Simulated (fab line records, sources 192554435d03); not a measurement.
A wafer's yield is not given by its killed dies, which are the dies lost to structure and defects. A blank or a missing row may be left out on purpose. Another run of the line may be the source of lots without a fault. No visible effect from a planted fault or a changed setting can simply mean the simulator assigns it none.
fab line records ; flow n5_finfet ; part 1 of 2: steps 1 to 22 of 32
record: lots: 5; wafers: 15; last_day: 17
route steps=1938 shown BEOL_M0@734 BEOL_M1@751
lots untouched by any fault: they come from a run of this same line in which no faults occurred
start_h: hours from the record's opening day to when the first of the lot's shown wafers began ; wait_h: time in hours since the lot's previous step ; " unchanged from the row above ; L1.1+2: a row that stands for several wafers ; - no value, or no start was given ; * or withheld: withheld ; < > ~ a bound
route shown NAME@n: a module of which the file shows steps, and the number in the route of the first ; usual: mean and standard deviation over wafers with no fault ; same: alike in all rows ; chamber/n: place in a boat ; sites: per-site readings ; _std_site: standard deviation of those values ; _edge_site: outer sites' mean less inner sites' ; radius_mm: how far each site lies from the wafer's centre ; mask NAME#n: copy n ; behind: tool/chamber where the wafer was last shaped ; hold: cause of the lot's hold/its duration in hours/its outcome ; device: names the non-switching transistor (n, p or np) ; end of line: at the end of the route, the tests of the same wafers ; for a step that has no rows: nothing shown but its recipe ; killed: the dies lost at the first sort to structure and to defects; this is not the yield of the wafer ; map: shows each die of a wafer: x if killed, . if not, _ if none is there
set.NAME: the setting as run; set.NAME@STEP: as run at that earlier step ; model.NAME: the simulator's own value behind a step, which no gauge read
certain route steps with their lots: each step a table, each wafer a row
services: when a tool's chamber went out of use (start_h, in hours from the record's first day, below 0 if earlier), for how many hours, and the reason
== steps ==
step: N5_BEOL_M0_SPUTTER_116
recipe: material: Cu; target_thk_a: 40; temp_c: -20; chamber_pressure_pa: 0.07; power_w: withheld; time_s: 7.37
usual: susceptor_temp_C: -20.02/0.1; throttle_valve_pct: 30.2/0.94
lot.wafer;tool;chamber;start_h;wait_h;susceptor_temp_C;throttle_valve_pct
L074.1;pvd_sputter-02;-;121.28;0.1;-20.05;30.0
L074.2;pvd_sputter-02;-;121.28;0.1;-19.93;29.0
L074.5;pvd_sputter-02;-;121.28;0.1;-20.10;30.0
L078.2;pvd_sputter-02;-;141.58;0.2;-19.98;29.3
L078.3;pvd_sputter-02;-;141.58;0.2;-19.98;29.9
L078.6;pvd_sputter-02;-;141.58;0.2;-19.87;29.9
L086.1;pvd_sputter-01;-;192.57;0.1;-19.95;31.8
L086.3;pvd_sputter-01;-;192.57;0.1;-20.06;30.1
L086.4;pvd_sputter-01;-;192.57;0.1;-20.03;30.4
L088.4;pvd_sputter-02;-;201.82;1.5;-20.04;30.0
L088.5;pvd_sputter-02;-;201.82;1.5;-20.00;30.0
L088.6;pvd_sputter-02;-;201.82;1.5;-19.86;30.0
L095.3;pvd_sputter-03;-;250.36;0.1;-20.08;29.4
L095.5;pvd_sputter-03;-;250.36;0.1;-20.15;29.4
L095.6;pvd_sputter-03;-;250.36;0.1;-19.97;28.8
step: N5_BEOL_M0_ANNEAL_117
recipe: temp_c: 400; time_s: 60; ambient: vacuum
usual: heater_power_w: 818/59; susceptor_temp_C: 400.00/0.22
lot.wafer;tool;chamber;start_h;wait_h;heater_power_w;susceptor_temp_C
L074.1;pvd_sputter-02;-;121.36;0.0;922;400.04
L074.2;pvd_sputter-02;-;121.36;0.0;774;400.00
L074.5;pvd_sputter-02;-;121.36;0.0;945;399.85
L078.2;pvd_sputter-02;-;141.66;0.0;773;400.23
L078.3;pvd_sputter-02;-;141.66;0.0;805;399.65
L078.6;pvd_sputter-02;-;141.66;0.0;922;400.25
L086.1;pvd_sputter-01;-;192.65;0.0;784;400.50
L086.3;pvd_sputter-01;-;192.65;0.0;755;400.13
L086.4;pvd_sputter-01;-;192.65;0.0;820;399.96
L088.4;pvd_sputter-02;-;201.90;0.0;807;399.87
L088.5;pvd_sputter-02;-;201.90;0.0;811;400.23
L088.6;pvd_sputter-02;-;201.90;0.0;921;400.27
L095.3;pvd_sputter-03;-;250.44;0.0;865;399.92
L095.5;pvd_sputter-03;-;250.44;0.0;858;400.14
L095.6;pvd_sputter-03;-;250.44;0.0;871;400.07
step: N5_BEOL_M0_SPUTTER_132
recipe: material: Cu; target_thk_a: 40; temp_c: -20; chamber_pressure_pa: 0.07; power_w: withheld; time_s: 7.37
usual: susceptor_temp_C: -19.99/0.12; throttle_valve_pct: 30.2/0.96
lot.wafer;tool;chamber;start_h;wait_h;susceptor_temp_C;throttle_valve_pct
L074.1;pvd_sputter-02;-;121.40;0.0;-19.95;30.0
L074.2;pvd_sputter-02;-;121.40;0.0;-19.89;29.4
L074.5;pvd_sputter-02;-;121.40;0.0;-20.03;30.0
L078.2;pvd_sputter-02;-;141.70;0.0;-20.03;29.2
L078.3;pvd_sputter-02;-;141.70;0.0;-19.66;30.1
L078.6;pvd_sputter-02;-;141.70;0.0;-20.22;29.8
L086.1;pvd_sputter-01;-;192.69;0.0;-19.96;31.5
L086.3;pvd_sputter-01;-;192.69;0.0;-20.13;30.3
L086.4;pvd_sputter-01;-;192.69;0.0;-19.95;30.4
L088.4;pvd_sputter-02;-;201.94;0.0;-19.87;29.8
L088.5;pvd_sputter-02;-;201.94;0.0;-19.94;30.1
L088.6;pvd_sputter-02;-;201.94;0.0;-19.99;30.0
L095.3;pvd_sputter-03;-;250.48;0.0;-19.99;29.1
L095.5;pvd_sputter-03;-;250.48;0.0;-20.01;29.7
L095.6;pvd_sputter-03;-;250.48;0.0;-19.92;29.1
step: N5_BEOL_M0_ANNEAL_133
recipe: temp_c: 400; time_s: 60; ambient: vacuum
usual: heater_power_w: 816/58; susceptor_temp_C: 400.01/0.22
lot.wafer;tool;chamber;start_h;wait_h;heater_power_w;susceptor_temp_C
L074.1;pvd_sputter-02;-;121.48;0.0;933;400.15
L074.2;pvd_sputter-02;-;121.48;0.0;778;399.91
L074.5;pvd_sputter-02;-;121.48;0.0;911;400.14
L078.2;pvd_sputter-02;-;141.78;0.0;785;399.50
L078.3;pvd_sputter-02;-;141.78;0.0;829;400.12
L078.6;pvd_sputter-02;-;141.78;0.0;927;400.25
L086.1;pvd_sputter-01;-;192.77;0.0;768;399.98
L086.3;pvd_sputter-01;-;192.77;0.0;741;399.95
L086.4;pvd_sputter-01;-;192.77;0.0;834;400.19
L088.4;pvd_sputter-02;-;202.02;0.0;818;400.21
L088.5;pvd_sputter-02;-;202.02;0.0;822;399.81
L088.6;pvd_sputter-02;-;202.02;0.0;908;399.78
L095.3;pvd_sputter-03;-;250.56;0.0;858;399.86
L095.5;pvd_sputter-03;-;250.56;0.0;851;399.90
L095.6;pvd_sputter-03;-;250.56;0.0;857;400.12
step: N5_BEOL_M0_SPUTTER_134
recipe: material: Cu; target_thk_a: 40; temp_c: -20; chamber_pressure_pa: 0.07; power_w: withheld; time_s: 7.37
usual: susceptor_temp_C: -20.00/0.1; throttle_valve_pct: 30.2/0.95
lot.wafer;tool;chamber;start_h;wait_h;susceptor_temp_C;throttle_valve_pct
L074.1;pvd_sputter-02;-;121.52;0.0;-20.08;30.0
L074.2;pvd_sputter-02;-;121.52;0.0;-20.06;29.5
L074.5;pvd_sputter-02;-;121.52;0.0;-20.03;30.0
L078.2;pvd_sputter-02;-;141.82;0.0;-19.96;29.5
L078.3;pvd_sputter-02;-;141.82;0.0;-20.10;29.9
L078.6;pvd_sputter-02;-;141.82;0.0;-19.89;30.2
L086.1;pvd_sputter-01;-;192.81;0.0;-20.09;32.0
L086.3;pvd_sputter-01;-;192.81;0.0;-19.99;30.1
L086.4;pvd_sputter-01;-;192.81;0.0;-20.04;30.4
L088.4;pvd_sputter-02;-;202.06;0.0;-20.07;30.1
L088.5;pvd_sputter-02;-;202.06;0.0;-19.83;30.0
L088.6;pvd_sputter-02;-;202.06;0.0;-20.08;29.9
L095.3;pvd_sputter-03;-;250.60;0.0;-20.03;29.0
L095.5;pvd_sputter-03;-;250.60;0.0;-20.11;29.6
L095.6;pvd_sputter-03;-;250.60;0.0;-19.97;29.3
step: N5_BEOL_M0_ANNEAL_135
recipe: temp_c: 400; time_s: 60; ambient: vacuum
usual: heater_power_w: 818/57; susceptor_temp_C: 400.03/0.23
lot.wafer;tool;chamber;start_h;wait_h;heater_power_w;susceptor_temp_C
L074.1;pvd_sputter-02;-;121.60;0.0;927;399.67
L074.2;pvd_sputter-02;-;121.60;0.0;781;399.74
L074.5;pvd_sputter-02;-;121.60;0.0;918;399.96
L078.2;pvd_sputter-02;-;141.90;0.0;777;399.80
L078.3;pvd_sputter-02;-;141.90;0.0;823;400.28
L078.6;pvd_sputter-02;-;141.90;0.0;917;400.14
L086.1;pvd_sputter-01;-;192.89;0.0;763;400.55
L086.3;pvd_sputter-01;-;192.89;0.0;752;399.66
L086.4;pvd_sputter-01;-;192.89;0.0;815;399.94
L088.4;pvd_sputter-02;-;202.14;0.0;817;400.01
L088.5;pvd_sputter-02;-;202.14;0.0;806;400.15
L088.6;pvd_sputter-02;-;202.14;0.0;916;400.09
L095.3;pvd_sputter-03;-;250.68;0.0;886;400.24
L095.5;pvd_sputter-03;-;250.68;0.0;885;399.72
L095.6;pvd_sputter-03;-;250.68;0.0;889;399.69
step: N5_BEOL_M0_SPUTTER_141
recipe: material: Cu; target_thk_a: 40; temp_c: -20; chamber_pressure_pa: 0.07; power_w: withheld; time_s: 7.37
usual: susceptor_temp_C: -19.99/0.1; throttle_valve_pct: 30.2/0.94
lot.wafer;tool;chamber;start_h;wait_h;susceptor_temp_C;throttle_valve_pct
L074.1;pvd_sputter-02;-;121.64;0.0;-19.92;30.1
L074.2;pvd_sputter-02;-;121.64;0.0;-19.97;29.5
L074.5;pvd_sputter-02;-;121.64;0.0;-20.06;30.0
L078.2;pvd_sputter-02;-;141.94;0.0;-20.02;29.3
L078.3;pvd_sputter-02;-;141.94;0.0;-19.85;29.9
L078.6;pvd_sputter-02;-;141.94;0.0;-19.83;30.1
L086.1;pvd_sputter-01;-;192.93;0.0;-20.14;31.8
L086.3;pvd_sputter-01;-;192.93;0.0;-19.82;30.4
L086.4;pvd_sputter-01;-;192.93;0.0;-20.08;30.3
L088.4;pvd_sputter-02;-;202.18;0.0;-20.01;29.7
L088.5;pvd_sputter-02;-;202.18;0.0;-20.09;30.1
L088.6;pvd_sputter-02;-;202.18;0.0;-19.84;29.9
L095.3;pvd_sputter-03;-;250.72;0.0;-19.94;29.2
L095.5;pvd_sputter-03;-;250.72;0.0;-19.91;29.7
L095.6;pvd_sputter-03;-;250.72;0.0;-19.94;29.3
step: N5_BEOL_M0_ECD_118
recipe: material: Cu; target_thk_a: 3000
lot.wafer;tool;chamber;start_h;wait_h
L074.1+2+5;ecd_cu-01;0,1,1;121.76;0.1
L078.2+3+6;ecd_cu-01;1,0,1;142.05;0.1
L086.1+3+4;ecd_cu-02;0,0,1;193.05;0.1
L088.4+5+6;ecd_cu-02;1,0,1;202.32;0.1
L095.3+5+6;ecd_cu-01;1,1,0;250.85;0.1
step: N5_BEOL_M0_ANNEAL_119
recipe: temp_c: 225; time_s: 90; ambient: N2
usual: wafer_temp_C_max: 226.09/0.26
lot.wafer;tool;chamber;start_h;wait_h;wafer_temp_C_max
L074.1;rtp_anneal-02;0;121.99;0.2;225.84
L074.2;rtp_anneal-02;0;121.99;0.2;225.92
L074.5;rtp_anneal-02;0;121.99;0.2;226.13
L078.2;rtp_anneal-02;0;142.18;0.1;226.14
L078.3;rtp_anneal-02;0;142.18;0.1;225.93
L078.6;rtp_anneal-02;0;142.18;0.1;226.04
L086.1;rtp_anneal-02;0;193.38;0.3;225.97
L086.3;rtp_anneal-02;0;193.38;0.3;225.55
L086.4;rtp_anneal-02;0;193.38;0.3;226.04
L088.4;rtp_anneal-02;0;202.51;0.2;226.28
L088.5;rtp_anneal-02;0;202.51;0.2;226.36
L088.6;rtp_anneal-02;0;202.51;0.2;225.95
L095.3;rtp_anneal-02;0;251.00;0.1;226.07
L095.5;rtp_anneal-02;0;251.00;0.1;225.96
L095.6;rtp_anneal-02;0;251.00;0.1;226.07
step: N5_BEOL_M0_CMP_120
recipe: stop_on: SiOC; t_overpolish_s: 6.9; down_force_psi: 1; platen_rpm: 50; clearing_platen_down_force_psi: 1.5; clearing_platen_rpm: 50; post_cmp_clean: cu_alkaline; clearing_platen_pad_velocity_m_s: 0.99484; pad_velocity_m_s: 0.99484
usual: barrier_field_endpoint_s: 3.67/0.19; motor_current_A: 6.0/0.61; overpolish_run_s: 6.900/0.0086; time_to_endpoint_s: 63/4.7
lot.wafer;tool;chamber;start_h;wait_h;barrier_field_endpoint_s;motor_current_A;overpolish_run_s;time_to_endpoint_s
L074.1;cmp-02;1;122.32;0.3;3.68;5.9;6.900;63
L074.2;cmp-02;2;122.32;0.3;3.59;6.2;6.887;61
L074.5;cmp-02;1;122.32;0.3;3.64;5.9;6.897;61
L078.2;cmp-02;1;142.43;0.2;3.84;5.8;6.898;65
L078.3;cmp-02;3;142.43;0.2;3.87;6.4;6.893;66
L078.6;cmp-02;1;142.43;0.2;3.62;5.5;6.899;63
L086.1;cmp-02;2;193.67;0.3;3.58;6.4;6.895;62
L086.3;cmp-02;3;193.67;0.3;3.75;6.3;6.907;62
L086.4;cmp-02;1;193.67;0.3;3.80;5.7;6.902;63
L088.4;cmp-02;1;202.76;0.2;3.79;6.0;6.900;66
L088.5;cmp-02;3;202.76;0.2;3.61;7.1;6.886;68
L088.6;cmp-02;0;202.76;0.2;4.03;5.8;6.900;69
L095.3;cmp-02;0;251.32;0.3;3.41;5.7;6.905;65
L095.6;cmp-02;1;251.32;0.3;3.43;5.5;6.898;57
L095.5;cmp-02;2;251.32;0.3;3.35;5.8;6.896;58
step: N5_BEOL_M0_PRE_CLEAN_131
recipe: gas: NH3/H2; time_s: 15; temp_c: *; rf_power_w: 300
usual: heater_power_w: 92/20; susceptor_temp_C: *
lot.wafer;tool;chamber;start_h;wait_h;heater_power_w;susceptor_temp_C
L074.1;cvd_co-01;2;122.62;0.0;103;*
L074.2;cvd_co-01;1;122.62;0.0;70;*
L074.5;cvd_co-01;2;122.62;0.0;104;*
L078.2;cvd_co-02;1;142.76;0.0;59;*
L078.3;cvd_co-02;0;142.76;0.0;116;*
L078.6;cvd_co-02;2;142.76;0.0;89;*
L086.1;cvd_co-02;2;194.00;0.0;87;*
L086.3;cvd_co-02;1;194.00;0.0;59;*
L086.4;cvd_co-02;2;194.00;0.0;85;*
L088.4;cvd_co-01;0;203.33;0.3;107;*
L088.5;cvd_co-01;1;203.33;0.3;70;*
L088.6;cvd_co-01;2;203.33;0.3;105;*
L095.3;cvd_co-02;0;251.54;0.0;118;*
L095.5;cvd_co-02;2;251.54;0.0;89;*
L095.6;cvd_co-02;1;251.54;0.0;58;*
step: N5_BEOL_M0_CO_CAP_123
recipe: material: Co; target_thk_a: 20; temp_c: 200; precursor: CCTBA/H2; pressure_torr: 30; time_s: 102.1
usual: chamber_pressure_Torr: 30.01/0.076; heater_power_w: 244/25; susceptor_temp_C: 199.99/0.16
lot.wafer;tool;chamber;start_h;wait_h;chamber_pressure_Torr;heater_power_w;susceptor_temp_C
L074.1;cvd_co-01;2;122.66;0.0;30.01;256;200.15
L074.2;cvd_co-01;1;122.66;0.0;30.10;214;199.98
L074.5;cvd_co-01;2;122.66;0.0;30.19;255;200.08
L078.2;cvd_co-02;1;142.80;0.0;30.10;201;200.54
L078.3;cvd_co-02;0;142.80;0.0;30.09;275;200.01
L078.6;cvd_co-02;2;142.80;0.0;30.01;240;199.90
L086.1;cvd_co-02;2;194.04;0.0;29.97;244;200.10
L086.3;cvd_co-02;1;194.04;0.0;30.06;201;199.94
L086.4;cvd_co-02;2;194.04;0.0;30.04;234;200.02
L088.4;cvd_co-01;0;203.38;0.0;30.03;265;200.04
L088.5;cvd_co-01;1;203.38;0.0;30.01;217;199.88
L088.6;cvd_co-01;2;203.38;0.0;29.99;262;200.01
L095.3;cvd_co-02;0;251.58;0.0;30.12;269;199.74
L095.5;cvd_co-02;2;251.58;0.0;30.02;231;199.84
L095.6;cvd_co-02;1;251.58;0.0;29.83;205;200.08
step: N5_BEOL_M0_PRE_CLEAN_124
recipe: gas: NH3; time_s: 15; temp_c: withheld; rf_power_w: 300
lot.wafer;tool;chamber;start_h;wait_h
L074.1+2+5;pecvd-01;0,1,1;122.75;0.1
L078.2+3+6;pecvd-01;2,0,1;142.89;0.1
L086.1+3+4;pecvd-03;1,0,0;194.14;0.1
L088.4+5+6;pecvd-01;0,2,1;203.45;0.0
L095.3+5+6;pecvd-01;1,1,0;251.68;0.1
step: N5_BEOL_M0_DEP_125
recipe: material: SiCN; target_thk_a: 80; temp_c: withheld; precursor: 3MS/NH3; pressure_torr: 3; rf_w: 202; time_s: 14
usual: chamber_pressure_Torr: 3.000/0.0068; showerhead_plenum_p_Torr: 3.671/0.015; throttle_valve_pct: 8.9/0.3
lot.wafer;tool;chamber;start_h;wait_h;chamber_pressure_Torr;showerhead_plenum_p_Torr;throttle_valve_pct
L074.1;pecvd-01;0;122.77;0.0;2.999;3.680;8.7
L074.2;pecvd-01;1;122.77;0.0;2.993;3.688;8.4
L074.5;pecvd-01;1;122.77;0.0;2.996;3.681;8.7
L078.2;pecvd-01;2;142.92;0.0;2.993;3.678;8.8
L078.3;pecvd-01;0;142.92;0.0;2.995;3.694;8.7
L078.6;pecvd-01;1;142.92;0.0;3.007;3.686;8.6
L086.1;pecvd-03;1;194.16;0.0;3.005;3.639;9.3
L086.3;pecvd-03;0;194.16;0.0;2.984;3.659;9.0
L086.4;pecvd-03;0;194.16;0.0;3.007;3.662;8.8
L088.4;pecvd-01;0;203.48;0.0;3.006;3.683;8.8
L088.5;pecvd-01;2;203.48;0.0;3.004;3.668;8.9
L088.6;pecvd-01;1;203.48;0.0;2.998;3.679;8.7
L095.3;pecvd-01;1;251.73;0.0;2.995;3.682;8.6
L095.5;pecvd-01;1;251.73;0.0;3.002;3.694;8.6
L095.6;pecvd-01;0;251.73;0.0;3.003;3.679;8.5
step: N5_BEOL_M0_RS_MEAS_126
recipe: thk_meas_gauge: four-point-probe; reads: Co_of_BEOL_M0_CO_CAP_123+Cu_of_BEOL_M0_ECD_118+Co_of_BEOL_M0_CVD_115+TaN_of_BEOL_M0_ALD_136
usual: M0_RS: 0.528/0.023
lot.wafer;tool;chamber;start_h;wait_h;M0_RS[ohm/sq]
L074.1;film_metro-02;-;122.84;0.0;0.526
L074.2;film_metro-02;-;122.84;0.0;0.528
L074.5;film_metro-02;-;122.84;0.0;0.533
L078.2;film_metro-02;-;142.98;0.1;0.523
L078.3;film_metro-02;-;142.98;0.1;0.529
L078.6;film_metro-02;-;142.98;0.1;0.519
L086.1;film_metro-02;-;194.23;0.0;0.531
L086.3;film_metro-02;-;194.23;0.0;0.508
L086.4;film_metro-02;-;194.23;0.0;0.516
L088.4;film_metro-02;-;203.53;0.0;0.499
L088.5;film_metro-02;-;203.53;0.0;0.504
L088.6;film_metro-02;-;203.53;0.0;0.502
L095.3;film_metro-02;-;251.80;0.1;0.496
L095.5;film_metro-02;-;251.80;0.1;0.533
L095.6;film_metro-02;-;251.80;0.1;0.514
step: N5_BEOL_M0_INSPECT_127
recipe: inspect_instrument: darkfield; mode: post_dep
usual: raw_defect_count: 66/20
lot.wafer;tool;chamber;start_h;wait_h;raw_defect_count
L074.1;defect_inspect-01;-;122.87;0.0;65
L074.2;defect_inspect-01;-;122.87;0.0;73
L074.5;defect_inspect-01;-;122.87;0.0;64
L078.2;defect_inspect-02;-;143.01;0.0;113
L078.3;defect_inspect-02;-;143.01;0.0;45
L078.6;defect_inspect-02;-;143.01;0.0;50
L086.1;defect_inspect-01;-;194.25;0.0;77
L086.3;defect_inspect-01;-;194.25;0.0;68
L086.4;defect_inspect-01;-;194.25;0.0;57
L088.4;defect_inspect-02;-;203.56;0.0;68
L088.5;defect_inspect-02;-;203.56;0.0;61
L088.6;defect_inspect-02;-;203.56;0.0;56
L095.3;defect_inspect-02;-;251.82;0.0;62
L095.5;defect_inspect-02;-;251.82;0.0;73
L095.6;defect_inspect-02;-;251.82;0.0;73
step: N5_BEOL_M1_ILD_DEP_00
recipe: material: SiOC; target_thk_a: 790; temp_c: 350; precursor: DEMS/O2; pressure_torr: 5; rf_w: 500; time_s: 15.3
usual: chamber_pressure_Torr: 5.000/0.011; heater_power_w: 510/69; showerhead_plenum_p_Torr: 5.699/0.014; susceptor_temp_C: 349.97/0.19; throttle_valve_pct: 11.9/0.36
lot.wafer;tool;chamber;start_h;wait_h;chamber_pressure_Torr;heater_power_w;showerhead_plenum_p_Torr;susceptor_temp_C;throttle_valve_pct
L074.1;pecvd-02;0;122.90;0.0;5.007;556;5.704;349.96;11.9
L074.2;pecvd-02;2;122.90;0.0;5.017;463;5.709;349.88;11.2
L074.5;pecvd-02;2;122.90;0.0;4.991;471;5.699;349.95;11.6
L078.2;pecvd-03;0;143.05;0.0;5.012;458;5.690;350.12;11.5
L078.3;pecvd-03;1;143.05;0.0;4.994;515;5.674;349.56;12.1
L078.6;pecvd-03;0;143.05;0.0;5.004;458;5.697;349.82;11.7
L086.1;pecvd-02;0;194.29;0.0;5.008;490;5.691;349.94;11.9
L086.3;pecvd-02;2;194.29;0.0;5.010;465;5.704;349.83;11.5
L086.4;pecvd-02;0;194.29;0.0;4.994;476;5.701;349.99;12.0
L088.4;pecvd-02;2;203.61;0.1;4.998;501;5.696;349.82;11.6
L088.5;pecvd-02;1;203.61;0.1;4.999;643;5.702;349.84;11.8
L088.6;pecvd-02;0;203.61;0.1;4.990;546;5.685;350.02;11.8
L095.3;pecvd-04;0;251.86;0.0;4.985;583;5.689;350.16;11.8
L095.5;pecvd-04;0;251.86;0.0;5.029;602;5.702;350.18;11.7
L095.6;pecvd-04;1;251.86;0.0;5.000;411;5.700;350.18;12.8
step: N5_BEOL_M1_THK_MEAS_01
recipe: reads: SiOC_of_BEOL_M1_ILD_DEP_00
usual: M1_ILD_THK: 79.4/1.2
lot.wafer;tool;chamber;start_h;wait_h;M1_ILD_THK[nm]
L074.1;film_metro-02;-;122.97;0.0;78.6
L074.2;film_metro-02;-;122.97;0.0;77.9
L074.5;film_metro-02;-;122.97;0.0;79.7
L078.2;film_metro-01;-;143.11;0.1;79.2
L078.3;film_metro-01;-;143.11;0.1;78.1
L078.6;film_metro-01;-;143.11;0.1;79.2
L086.1;film_metro-02;-;194.36;0.0;78.7
L086.3;film_metro-02;-;194.36;0.0;78.1
L086.4;film_metro-02;-;194.36;0.0;80.4
L088.4;film_metro-01;-;203.66;0.0;78.2
L088.5;film_metro-01;-;203.66;0.0;80.9
L088.6;film_metro-01;-;203.66;0.0;78.7
L095.3;film_metro-02;-;251.93;0.1;77.7
L095.5;film_metro-02;-;251.93;0.1;79.6
L095.6;film_metro-02;-;251.93;0.1;79.8
step: N5_BEOL_M1_PECVD_72
recipe: material: SiO2; target_thk_a: 160; temp_c: 400; precursor: TEOS/O2; pressure_torr: 5.5; rf_w: 450; teos_flow_sccm: 53.8; gas: O2; flow_sccm: 3000; time_s: 18
usual: chamber_pressure_Torr: 5.501/0.011; heater_power_w: 725/90; showerhead_plenum_p_Torr: 8.79/0.064; susceptor_temp_C: 399.98/0.19; throttle_valve_pct: 22.4/0.7
lot.wafer;tool;chamber;start_h;wait_h;chamber_pressure_Torr;heater_power_w;showerhead_plenum_p_Torr;susceptor_temp_C;throttle_valve_pct
L074.1;pecvd-03;1;123.01;0.0;5.492;641;8.65;400.05;23.2
L074.2;pecvd-03;2;123.01;0.0;5.493;665;8.78;400.09;22.6
L074.5;pecvd-03;0;123.01;0.0;5.512;599;8.77;400.31;21.8
L078.2;pecvd-04;1;143.15;0.0;5.499;561;8.86;400.15;23.9
L078.3;pecvd-04;2;143.15;0.0;5.493;675;8.83;399.99;21.4
L078.6;pecvd-04;1;143.15;0.0;5.512;569;8.82;400.18;23.9
L086.1;pecvd-03;1;194.40;0.0;5.500;767;8.66;399.75;23.3
L086.3;pecvd-03;2;194.40;0.0;5.509;674;8.79;400.20;22.4
L086.4;pecvd-03;1;194.40;0.0;5.509;782;8.63;400.12;23.0
L088.4;pecvd-04;2;203.71;0.1;5.518;727;8.85;400.09;21.9
L088.5;pecvd-04;0;203.71;0.1;5.512;837;8.79;399.88;22.0
L088.6;pecvd-04;1;203.71;0.1;5.500;628;8.82;399.86;23.8
L095.3;pecvd-02;0;251.98;0.1;5.490;761;8.79;399.84;22.4
L095.5;pecvd-02;2;251.98;0.1;5.516;659;8.84;400.01;22.0
L095.6;pecvd-02;0;251.98;0.1;5.503;757;8.77;400.07;22.5
step: N5_BEOL_M1_HM_DEP_02
recipe: material: TiN; target_thk_a: 200; temp_c: 25; chamber_pressure_pa: 0.49996
usual: susceptor_temp_C: 24.99/0.098; throttle_valve_pct: 30.2/0.98
lot.wafer;tool;chamber;start_h;wait_h;susceptor_temp_C;throttle_valve_pct
L074.1;pvd_sputter-02;-;124.96;1.9;24.98;30.1
L074.2;pvd_sputter-02;-;124.96;1.9;25.15;30.0
L074.5;pvd_sputter-02;-;124.96;1.9;24.97;31.8
L078.2;pvd_sputter-03;-;143.52;0.4;25.03;29.2
L078.3;pvd_sputter-03;-;143.52;0.4;25.09;29.9
L078.6;pvd_sputter-03;-;143.52;0.4;25.19;29.5
L086.1;pvd_sputter-03;-;195.42;1.0;24.97;29.2
L086.3;pvd_sputter-03;-;195.42;1.0;24.89;30.7
L086.4;pvd_sputter-03;-;195.42;1.0;25.10;30.0
L088.4;pvd_sputter-03;-;204.08;0.3;25.13;29.7
L088.5;pvd_sputter-03;-;204.08;0.3;24.97;30.6
L088.6;pvd_sputter-03;-;204.08;0.3;24.93;29.1
L095.3;pvd_sputter-03;-;255.16;3.2;25.03;29.2
L095.5;pvd_sputter-03;-;255.16;3.2;25.07;29.2
L095.6;pvd_sputter-03;-;255.16;3.2;24.91;29.7
step: N5_BEOL_M1_COAT_61
recipe: resist: SOC; temp_c: 250; time_s: 60; spin_rpm: 1500; resist_thk_nm: 60
usual: resist_line_temp_C: 23.00/0.11
lot.wafer;tool;chamber;start_h;wait_h;resist_line_temp_C
L074.1;litho_track-05;0;125.08;0.1;22.90
L074.2;litho_track-05;0;125.08;0.1;23.04
L074.5;litho_track-05;0;125.08;0.1;22.96
L078.2;litho_track-02;0;143.65;0.1;23.10
L078.3;litho_track-02;0;143.65;0.1;23.04
L078.6;litho_track-02;0;143.65;0.1;22.97
L086.1;litho_track-03;0;195.55;0.1;22.93
L086.3;litho_track-03;0;195.55;0.1;23.08
L086.4;litho_track-03;0;195.55;0.1;23.06
L088.4;litho_track-03;0;204.21;0.1;22.84
L088.5;litho_track-03;0;204.21;0.1;22.84
L088.6;litho_track-03;0;204.21;0.1;22.96
L095.3;litho_track-03;0;255.28;0.1;22.99
L095.5;litho_track-03;0;255.28;0.1;23.07
L095.6;litho_track-03;0;255.28;0.1;22.93
step: N5_BEOL_M1_COAT_62
recipe: resist: SiARC; temp_c: 220; time_s: 60; spin_rpm: 1500; resist_thk_nm: 12
usual: resist_line_temp_C: 22.98/0.11
lot.wafer;tool;chamber;start_h;wait_h;resist_line_temp_C
L074.1;litho_track-05;0;-;-;23.02
L074.2;litho_track-05;0;-;-;23.03
L074.5;litho_track-05;0;-;-;23.03
L078.2;litho_track-02;0;-;-;22.88
L078.3;litho_track-02;0;-;-;22.87
L078.6;litho_track-02;0;-;-;22.99
L086.1;litho_track-03;0;-;-;23.17
L086.3;litho_track-03;0;-;-;23.01
L086.4;litho_track-03;0;-;-;23.15
L088.4;litho_track-03;0;-;-;22.91
L088.5;litho_track-03;0;-;-;23.02
L088.6;litho_track-03;0;-;-;23.06
L095.3;litho_track-03;0;-;-;23.02
L095.5;litho_track-03;0;-;-;22.89
L095.6;litho_track-03;0;-;-;22.93
